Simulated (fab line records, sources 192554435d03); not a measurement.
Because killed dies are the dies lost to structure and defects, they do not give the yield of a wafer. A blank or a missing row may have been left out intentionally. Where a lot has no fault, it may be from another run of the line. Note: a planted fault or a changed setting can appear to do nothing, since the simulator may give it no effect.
What tool caused it? + flow n5Finfet + 13 lots with 35 wafers sampled at 2 steps, on a route of 1938 steps

WHAT THE GAUGES SHOWED, per wafer
N5_BEOL_M15_THK_MEAS_01.
| lot  | measured     | on           | M15_ILD_THK (nm) |
|------|--------------|--------------|------------------|
| L164 | day 11 13:39 | filmMetro-01 | 1620 1666 1643   |
| L163 | day 12 00:28 | filmMetro-01 | 1621 1618        |
| L165 | day 12 04:37 | filmMetro-01 | 1615 1654 1646   |
| L166 | day 12 13:59 | filmMetro-02 | 1634 1605 1613   |
| L167 | day 13 12:33 | filmMetro-01 | 1657 1655 1655   |
| L169 | day 13 16:22 | filmMetro-01 | 1654 1631        |
| L170 | day 13 18:52 | filmMetro-02 | 1642 1674        |
| L171 | day 14 00:08 | filmMetro-01 | 1670 1658        |
| L168 | day 14 01:06 | filmMetro-01 | 1597 1622 1642   |
| L172 | day 14 12:27 | filmMetro-01 | 1632 1596 1660   |
| L180 | day 16 02:19 | filmMetro-02 | 1640 1605 1607   |
| L181 | day 16 12:22 | filmMetro-01 | 1626 1613 1648   |
| L182 | day 16 23:44 | filmMetro-01 | 1596 1650 1628   |

N5_BEOL_M15_CD_MEAS_17: target cd 360 nm.
| lot  | measured     | on       | cdNm (nm)         |
|------|--------------|----------|-------------------|
| L164 | day 11 14:40 | cdSem-02 | 360.8 363.0 360.5 |
| L163 | day 12 01:37 | cdSem-02 | 360.2 360.6       |
| L165 | day 12 05:39 | cdSem-02 | 355.0 356.9 358.5 |
| L166 | day 12 14:59 | cdSem-03 | 355.3 358.3 355.9 |
| L167 | day 13 13:34 | cdSem-03 | 357.6 360.6 364.4 |
| L169 | day 13 17:23 | cdSem-01 | 363.5 363.6       |
| L170 | day 13 19:52 | cdSem-01 | 367.4 364.6       |
| L171 | day 14 01:09 | cdSem-02 | 356.9 365.8       |
| L168 | day 14 02:07 | cdSem-02 | 365.0 366.5 364.2 |
| L172 | day 14 13:28 | cdSem-02 | 360.0 363.4 362.5 |
| L180 | day 16 03:25 | cdSem-03 | 363.8 363.0 364.9 |
| L181 | day 16 13:23 | cdSem-01 | 356.6 360.3 357.2 |
| L182 | day 17 01:13 | cdSem-02 | 362.4 363.1 363.8 |

EACH LOT AND THE TOOL THAT RAN IT (in order: tool; ch and the chambers of the sampled wafers; start)
Record: no process step prior to these readings.

AS READ BY THE TOOLS THEMSELVES (means over the sampled wafers that have a number; for cases with no such wafer, the mark the record gives instead)
The record holds no such reading with a usual standard deviation.

THE ANSWER, worked out from the rows above alone
Rule: what is usual is taken from the lots themselves. The widest of any qualifying gaps counts: lots, ordered by their means at a reading, are off when they make up no more than a third of the lots, leave a main group of 4 or more, and stand apart from it by 3 or more times the standard deviation of that group's means. If all means in a main group match to the digits the tables above print for the reading, that group is not used. A lot without any number at a reading at which 4 lots or more have one is off too. All remaining lots with rows at the step are treated as sound. Order of review: gauges by route order, followed by the tools' own readings, for which a lot's mean as printed above is used. At the first step where some lot is off, the reading lying furthest off is the one used; lots without a number count as furthest.
No lot is off at any reading shown: from this, nothing can be told.

WHAT THE SIMULATOR HAD INSERTED
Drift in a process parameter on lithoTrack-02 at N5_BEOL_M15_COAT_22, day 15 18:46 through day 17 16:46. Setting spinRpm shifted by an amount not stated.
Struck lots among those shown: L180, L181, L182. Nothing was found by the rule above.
